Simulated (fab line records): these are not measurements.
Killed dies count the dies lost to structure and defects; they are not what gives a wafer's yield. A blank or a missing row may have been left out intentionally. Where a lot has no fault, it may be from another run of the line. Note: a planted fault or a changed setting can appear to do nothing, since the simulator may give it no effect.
Split-lot trial | flow n5-finfet | route with 1938 steps; 7 lots, 21 wafers read

ABOUT THE SPLIT
At N5_BEOL_M0_SAQP_CUT_ETCH_46 (etches SOC in N2/H2, target depth 135 nm, overetch 27 nm, time 202.5 s), the setting time-s was moved away from the recipe's 202.5 s on 7 of the 21 wafers read, by -11.1% to +16.4%. All remaining wafers had this setting at the recipe value.

Reading taken at the split's own step.

THE READING
SiARC_of_BEOL_M0_SAQP_COAT_72.thk-nm (the simulator's own value, which no gauge read), in nm, at N5_BEOL_M0_SAQP_CUT_ETCH_46 (etches SOC in N2/H2, target depth 135 nm, overetch 27 nm, time 202.5 s). There is no usual value for it anywhere in the file. Across the 14 wafers here that went through the recipe, the average is 4.9 nm and the standard deviation 0.32 nm.

wafer  | tool, chamber at the split | time-s as run, s | against the recipe | SiARC_of_BEOL_M0_SAQP_COAT_72.thk-nm, nm | against lot-mates on the recipe
L077.1 | rie-diel-01, 2             | 233.8            | +15.5%             | 3.2                                      | -2.0
L077.2 | rie-diel-01, 3             | 202.5            | recipe             | 5.2                                      | -
L077.6 | rie-diel-01, 3             | 233.8            | +15.5%             | 3.6                                      | -1.6
L081.2 | rie-diel-04, 2             | 202.5            | recipe             | 5.4                                      | -
L081.4 | rie-diel-04, 1             | 202.5            | recipe             | 5                                        | -
L081.5 | rie-diel-04, 3             | 202.5            | recipe             | 4.6                                      | -
L083.4 | rie-diel-01, 2             | 202.5            | recipe             | 4.4                                      | -
L083.5 | rie-diel-01, 3             | 202.5            | recipe             | 4.8                                      | -
L083.6 | rie-diel-01, 0             | 202.5            | recipe             | 4.2                                      | -
L084.1 | rie-diel-04, 2             | 235.8            | +16.4%             | 3.8                                      | -1.2
L084.4 | rie-diel-04, 1             | 202.5            | recipe             | 5                                        | -
L084.6 | rie-diel-04, 3             | 235.8            | +16.4%             | 3                                        | -2.0
L088.1 | rie-diel-04, 3             | 202.5            | recipe             | 4.6                                      | -
L088.2 | rie-diel-04, 1             | 180.1            | -11.1%             | 6                                        | +1.2
L088.5 | rie-diel-04, 1             | 202.5            | recipe             | 5                                        | -
L090.2 | rie-diel-01, 2             | 217.6            | +7.5%              | 3.8                                      | -1.2
L090.3 | rie-diel-01, 3             | 202.5            | recipe             | 5                                        | -
L090.6 | rie-diel-01, 3             | 217.6            | +7.5%              | 4.4                                      | -0.6
L092.1 | rie-diel-05, 0             | 202.5            | recipe             | 5                                        | -
L092.4 | rie-diel-05, 3             | 202.5            | recipe             | 4.8                                      | -
L092.5 | rie-diel-05, 0             | 202.5            | recipe             | 5.2                                      | -

FIT RESULTS
A straight line over all 21 wafers: SiARC_of_BEOL_M0_SAQP_COAT_72.thk-nm changes by -0.0943 nm for each +1% of time-s; r = -0.91; the points scatter about the line by 0.33 nm.
The same after taking each lot's own level away (the mean of its wafers on the recipe; 21 wafers): -0.107 nm for each +1%; r = -0.95; scatter 0.27 nm.
Per that fit: largest time-s move, reading shift of 1.8 nm.
From 4.47 to 5.20 nm: that is the span of the lots' own levels, equal to 2.3 times the standard deviation above.
Hence the slope depends on the lot-to-lot level, as the two fits are not the same.
Check: -1.93 nm against its lot-mates is what the line predicts for one of the wafers moved furthest among these (+16.4%) when that wafer is left out of the fit. Against them it came out at -1.2 nm.

THE OTHER SPLITS THESE WAFERS WENT THROUGH
Before the reading, these wafers also passed through other splits. Each is held against what the fit with the lots' levels taken away leaves over:
other split on the same wafers          | wafers away from the commonest value | r with SiARC_of_BEOL_M0_SAQP_COAT_72.thk-nm (lot level and that fit taken away)
N5_HKMG_FIN_COAT_42 spin-rpm            | 10                                   | -0.08
N5_HKMG_FIN_ETCH_54 source-w            | 6                                    | -0.34
N5_MOL_CONTACT_COAG_ETCH_110 bias-w     | 6                                    | +0.11
N5_MOL_CONTACT_COAG_ETCHBACK_135 time-s | 6                                    | +0.38
N5_BEOL_M0_SAQP_ETCH_84 time-s          | 10                                   | -0.40
N5_BEOL_M0_SAQP_EXPOSE_37 dose-mj       | 3                                    | -0.26

FILE'S OWN FIT
SiARC_of_BEOL_M0_SAQP_COAT_72.thk-nm changes by -0.108 nm for each +1% of time-s, r = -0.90.
